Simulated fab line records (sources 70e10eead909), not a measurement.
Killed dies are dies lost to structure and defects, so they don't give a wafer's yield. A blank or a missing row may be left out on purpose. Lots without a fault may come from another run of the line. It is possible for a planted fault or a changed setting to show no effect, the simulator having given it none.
Which tool did it? -- flow nand-harc -- Sampling: 11 lots, 33 wafers, 4 of 1302 route steps

== WHAT EACH GAUGE READ, for each wafer ==
NHARC_THIN_TSV_INSPECT_40.
lot,measured,on,raw-defect-count
L310,day 25 08:10,defect-inspect-02,504 546 517
L313,day 26 01:23,defect-inspect-01,485 595 533
L312,day 26 10:28,defect-inspect-02,422 500 422
L315,day 26 10:28,defect-inspect-01,493 616 633
L320,day 28 17:14,defect-inspect-02,616 1219 549 643 1234 556
L329,day 32 03:04,defect-inspect-02,447 512 433
L327,day 32 03:04,defect-inspect-01,520 494 420
L328,day 32 14:42,defect-inspect-01,477 604 647
L330,day 32 14:43,defect-inspect-01,682 518 525
L331,day 33 04:25,defect-inspect-01,642 623 555
L332,day 34 03:08,defect-inspect-02,499 590 548

== WHICH TOOL RAN EACH LOT (tool, then ch and the chambers of the sampled wafers, then the start) ==
lot,NHARC_THIN_TSV_DESCUM_14,NHARC_THIN_TSV_PRE_CLEAN_50,NHARC_THIN_TSV_ETCH_59
L310,"rie-diel-07 ch 0,1,2, day 24 20:23","pvd-sputter-02, day 25 02:28 or earlier","rie-metal-02 ch 0,1, day 25 02:28"
L313,"rie-diel-09 ch 0,1,2, day 25 13:40","pvd-sputter-03, day 25 19:44 or earlier","rie-metal-02 ch 0,1, day 25 19:44"
L312,"rie-diel-05 ch 1,3, day 25 19:19","pvd-sputter-02, day 26 01:53 or earlier","rie-metal-03 ch 0,1, day 26 01:53"
L315,"rie-diel-05 ch 0,2,3, day 26 00:42","pvd-sputter-03, day 26 06:58 or earlier","rie-metal-02 ch 0,1, day 26 06:58"
L320,"rie-diel-09 ch 0,2,3, day 28 06:34","pvd-sputter-03, day 28 12:49 or earlier","rie-metal-02 ch 0,1, day 28 12:49"
L329,"rie-diel-09 ch 0,1,2, day 31 15:24","pvd-sputter-01, day 31 21:22 or earlier","rie-metal-01 ch 0,1, day 31 21:22"
L327,"rie-diel-05 ch 1,2, day 31 16:41","pvd-sputter-01, day 31 22:35 or earlier","rie-metal-03 ch 0,1, day 31 22:35"
L328,"rie-diel-07 ch 0,1,2, day 32 02:51","pvd-sputter-03, day 32 08:58 or earlier","rie-metal-03 ch 0,1, day 32 08:58"
L330,"rie-diel-09 ch 2,3, day 32 04:03","pvd-sputter-02, day 32 09:59 or earlier","rie-metal-02 ch 0,1, day 32 09:59"
L331,"rie-diel-07 ch 0,2,3, day 32 16:31","pvd-sputter-02, day 32 22:36 or earlier","rie-metal-02 ch 0,1, day 32 22:36"
L332,"rie-diel-05 ch 0,2,3, day 33 15:34","pvd-sputter-03, day 33 21:37 or earlier","rie-metal-01 ch 0,1, day 33 21:37"
- NHARC_THIN_TSV_DESCUM_14: chemistry O2, time 3 s.
- NHARC_THIN_TSV_PRE_CLEAN_50: time 30 s.
- NHARC_THIN_TSV_ETCH_59: etches the open film in Cl2/BCl3, target depth 880 nm, time 138.1 s.

== THE ANSWER, worked out from the rows above alone ==
Rule: what is usual is taken from the lots themselves. The widest of any qualifying gaps counts: lots, ordered by their means at a reading, are off when they make up no more than a third of the lots, leave a main group of 4 or more, and stand apart from it by 3 or more times the standard deviation of that group's means. If all means in a main group match to the digits the tables above print for the reading, that group is not used. Also off: a lot with no number at a reading for which 4 or more lots have one. Any other lot the step has rows for is counted as sound.
Off at NHARC_THIN_TSV_INSPECT_40 (raw-defect-count): L320. Mean 533 and standard deviation 52 in the main group.
A tool fits if, at a process step before that reading, it ran every lot that is off, and no sound lot after the first of them. Gauges at NHARC_THIN_TSV_INSPECT_40: tried the same way as those tools. NHARC_THIN_TSV_PRE_CLEAN_50: start missing for some lots; hours and lot order therefore follow NHARC_THIN_TSV_ETCH_59. Not one of the candidates tried fits.

== WHAT THE SIMULATOR HAD INSERTED ==
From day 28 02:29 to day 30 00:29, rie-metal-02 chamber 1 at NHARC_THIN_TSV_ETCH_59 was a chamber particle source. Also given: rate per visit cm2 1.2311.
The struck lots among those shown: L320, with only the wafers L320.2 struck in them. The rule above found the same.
